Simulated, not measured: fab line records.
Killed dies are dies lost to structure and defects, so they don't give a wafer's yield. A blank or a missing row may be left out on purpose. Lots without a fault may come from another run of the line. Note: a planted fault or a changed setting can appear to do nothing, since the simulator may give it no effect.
The tool behind it: which one? | flow nandHarc | 13 lots, 39 wafers sampled, at 5 steps of a route of 1302

== WHAT THE GAUGES SHOWED, per wafer ==
NHARC_END_SORT_01. Usual: value, then standard deviation, for each; defectLimitedYield 90.9 % / 2.8; killedAtArray 57 / 20; killedAtOther 1.3 / 1.4; killedAtPeriphery 3.4 / 2.4; killedDies 61 / 19; killedOpen 2.9 / 1.8; killedShort 2.5 / 1.6.
lot  | measured     | on        | defectLimitedYield (%) | killedAtArray | killedAtOther | killedAtPeriphery | killedDies | killedOpen | killedShort | flag
L498 | day 29 18:43 | prober-02 | 81.4 95.7 94.7         | 27 18 26      | 2 3 4         | 97 8 6            | 126 29 36  | 9 4 4      | 3 2 5       | OFF
L502 | day 30 16:39 | prober-02 | 91.3 90.5 92.0         | 55 63 52      | 1 0 0         | 3 1 2             | 59 64 54   | 4 0 3      | 1 2 4       | 
L503 | day 31 15:16 | prober-02 | 88.8 88.2 87.3         | 75 75 82      | 1 0 1         | 0 5 3             | 76 80 86   | 0 7 3      | 2 9 5       | 

== TOOL THAT RAN EACH LOT (tool first, then ch and the chambers of the sampled wafers, then the start) ==
lot  | NHARC_P_M1_PRE_CLEAN_30     | NHARC_THIN_TSV_ETCH_15          | NHARC_THIN_TSV_CMP_21         | NHARC_THIN_TSV_STRIP_56
L487 | pvdSputter-02, day 6 10:59  | rieSi-06 ch 1,2,3, day 24 08:49 | cmp-04 ch 0,1,3, day 24 12:20 | plasmaAsher-02 ch 0,1, day 24 14:25
L488 | pvdSputter-03, day 6 13:18  | rieSi-04 ch 1,2, day 24 07:44   | cmp-01 ch 1,3, day 24 11:14   | plasmaAsher-01 ch 0,1, day 24 13:28
L489 | pvdSputter-02, day 7 03:05  | rieSi-06 ch 1,2,3, day 24 21:45 | cmp-01 ch 1,2,3, day 25 01:19 | plasmaAsher-02 ch 0,1, day 25 03:32
L493 | pvdSputter-02, day 9 06:27  | rieSi-02 ch 0,1,3, day 26 20:09 | cmp-02 ch 0,1,2, day 26 23:53 | plasmaAsher-02 ch 0,1, day 27 02:08
L498 | pvdSputter-03, day 11 02:13 | rieSi-02 ch 0,1, day 29 05:25   | cmp-02 ch 1,3, day 29 08:58   | plasmaAsher-02 ch 0,1, day 29 11:11
L501 | pvdSputter-01, day 11 23:32 | rieSi-02 ch 0,1,2, day 29 19:16 | cmp-01 ch 1,2, day 29 22:44   | plasmaAsher-02 ch 0,1, day 30 00:58
L502 | pvdSputter-01, day 12 20:59 | rieSi-02 ch 1,2, day 30 01:35   | cmp-01 ch 0,2,3, day 30 05:04 | plasmaAsher-02 ch 0,1, day 30 07:22
L503 | pvdSputter-01, day 13 03:22 | rieSi-06 ch 0,1, day 31 00:21   | cmp-01 ch 0,1,3, day 31 03:56 | plasmaAsher-02 ch 0,1, day 31 05:58
L505 | pvdSputter-02, day 13 14:00 | rieSi-04 ch 0,2,3, day 31 01:34 | cmp-01 ch 0,1,2, day 31 05:05 | plasmaAsher-01 ch 0,1, day 31 07:13
L506 | pvdSputter-01, day 14 02:37 | rieSi-02 ch 1,2, day 32 14:53   | cmp-04 ch 0,1, day 32 18:30   | plasmaAsher-02 ch 0,1, day 32 21:04
L508 | pvdSputter-03, day 14 18:29 | rieSi-04 ch 0,1, day 32 12:21   | cmp-01 ch 0,1,3, day 32 15:54 | plasmaAsher-01 ch 0,1, day 32 18:15
L509 | pvdSputter-02, day 15 04:57 | rieSi-04 ch 2,3, day 33 02:11   | cmp-02 ch 0,3, day 33 05:44   | plasmaAsher-02 ch 1, day 33 08:01
L510 | pvdSputter-02, day 15 17:37 | rieSi-06 ch 1,2, day 33 03:16   | cmp-01 ch 0,3, day 33 06:46   | plasmaAsher-01 ch 0,1, day 33 09:23
- NHARC_P_M1_PRE_CLEAN_30: time 30 s.
- NHARC_THIN_TSV_ETCH_15: target depth 3000 nm, bosch target overetch cycles 2, bosch etch step 2.8 s.
- NHARC_THIN_TSV_CMP_21: polishes, t overpolish 30 s, target thk 2000 nm.
- NHARC_THIN_TSV_STRIP_56: strips in O2.

== AS READ BY THE TOOLS THEMSELVES (means over the sampled wafers that have a number; for cases with no such wafer, the mark the record gives instead) ==
NHARC_P_M1_PRE_CLEAN_30. Usual: 397 W for heaterPowerW, sd 39.
lot  | tool          | heaterPowerW (W) | flag
L487 | pvdSputter-02 | 394              | 
L488 | pvdSputter-03 | 394              | 
L489 | pvdSputter-02 | 411              | 
L493 | pvdSputter-02 | 403              | 
L498 | pvdSputter-03 | 394              | 
L501 | pvdSputter-01 | 400              | 
L502 | pvdSputter-01 | 398              | 
L503 | pvdSputter-01 | 387              | 
L505 | pvdSputter-02 | 408              | 
L506 | pvdSputter-01 | 395              | 
L508 | pvdSputter-03 | 379              | 
L509 | pvdSputter-02 | 383              | 
L510 | pvdSputter-02 | 427              | 

NHARC_THIN_TSV_ETCH_15. Usual: 5.8 A for drypumpMotorCurrentA, sd 0.49.
lot  | tool     | drypumpMotorCurrentA (A) | flag
L487 | rieSi-06 | 5.7                      | 
L488 | rieSi-04 | 6.1                      | 
L489 | rieSi-06 | 5.7                      | 
L493 | rieSi-02 | 6.4                      | 
L498 | rieSi-02 | 6.4                      | 
L501 | rieSi-02 | 6.0                      | 
L502 | rieSi-02 | 6.2                      | 
L503 | rieSi-06 | 5.5                      | 
L505 | rieSi-04 | 5.5                      | 
L506 | rieSi-02 | 5.7                      | 
L508 | rieSi-04 | 5.3                      | 
L509 | rieSi-04 | 5.9                      | 
L510 | rieSi-06 | 5.7                      | 

NHARC_THIN_TSV_CMP_21. Usual: motorCurrentA 12.2 A, standard deviation 1.1; overpolishRunS 30.001 s, standard deviation 0.01; retainingRingPressureFrac 1.000, standard deviation 0.0047.
lot  | tool   | motorCurrentA (A) | overpolishRunS (s) | retainingRingPressureFrac | flag
L487 | cmp-04 | 12.0              | 30.002             | 1.001                     | 
L488 | cmp-01 | 13.4              | 30.007             | 1.003                     | 
L489 | cmp-01 | 12.4              | 29.998             | 0.998                     | 
L493 | cmp-02 | 11.7              | 29.994             | 0.998                     | 
L498 | cmp-02 | 10.7              | 29.998             | 0.997                     | 
L501 | cmp-01 | 11.6              | 29.989             | 1.002                     | 
L502 | cmp-01 | 12.2              | 30.012             | 1.001                     | 
L503 | cmp-01 | 13.1              | 30.002             | 0.999                     | 
L505 | cmp-01 | 12.6              | 30.004             | 1.000                     | 
L506 | cmp-04 | 12.8              | 30.007             | 1.001                     | 
L508 | cmp-01 | 13.2              | 29.992             | 1.002                     | 
L509 | cmp-02 | 11.7              | 30.010             | 1.000                     | 
L510 | cmp-01 | 13.1              | 29.996             | 1.000                     | 

NHARC_THIN_TSV_STRIP_56. Usual: drypumpMotorCurrentA 5.4 A, standard deviation 0.45; heaterPowerW 347 W, standard deviation 9.9.
lot  | tool           | drypumpMotorCurrentA (A) | heaterPowerW (W) | flag
L487 | plasmaAsher-02 | 5.8                      | 334              | 
L488 | plasmaAsher-01 | 4.9                      | 353              | 
L489 | plasmaAsher-02 | 5.8                      | 333              | 
L493 | plasmaAsher-02 | 5.8                      | 352              | 
L498 | plasmaAsher-02 | 5.8                      | 353              | 
L501 | plasmaAsher-02 | 5.8                      | 352              | 
L502 | plasmaAsher-02 | 5.8                      | 356              | 
L503 | plasmaAsher-02 | 5.8                      | 350              | 
L505 | plasmaAsher-01 | 4.9                      | 344              | 
L506 | plasmaAsher-02 | 5.8                      | 353              | 
L508 | plasmaAsher-01 | 4.9                      | 343              | 
L509 | plasmaAsher-02 | 5.8                      | 357              | 
L510 | plasmaAsher-01 | 4.9                      | 336              | 

== THE ANSWER, worked out from the rows above alone ==
Rule: lot off if the mean of its wafers having a number is beyond 3 standard deviations from the usual mean. Also off: a lot with no number at a reading for which 4 or more lots have one. Where the step has rows for the other lots, those lots are counted as sound. After the gauges, taken in route order, come the tools' own readings; for these a lot's mean is taken, as printed above. At the first step where some lot is off, the reading lying furthest off is the one used; lots without a number count as furthest.
Off at NHARC_END_SORT_01 (killedAtPeriphery): L498. Neither off nor sound, because the step has no rows for them: L487, L488, L489, L493, L501, L505, L506, L508, L509, L510.
A tool fits if, at a process step before that reading, it ran every lot that is off, and no sound lot after the first of them. Those tools and the gauges at NHARC_END_SORT_01 are tried in the same way. Can't be told from this: 2 tools fit, pvdSputter-03 at NHARC_P_M1_PRE_CLEAN_30, cmp-02 at NHARC_THIN_TSV_CMP_21.

== WHAT THE SIMULATOR PUT IN ==
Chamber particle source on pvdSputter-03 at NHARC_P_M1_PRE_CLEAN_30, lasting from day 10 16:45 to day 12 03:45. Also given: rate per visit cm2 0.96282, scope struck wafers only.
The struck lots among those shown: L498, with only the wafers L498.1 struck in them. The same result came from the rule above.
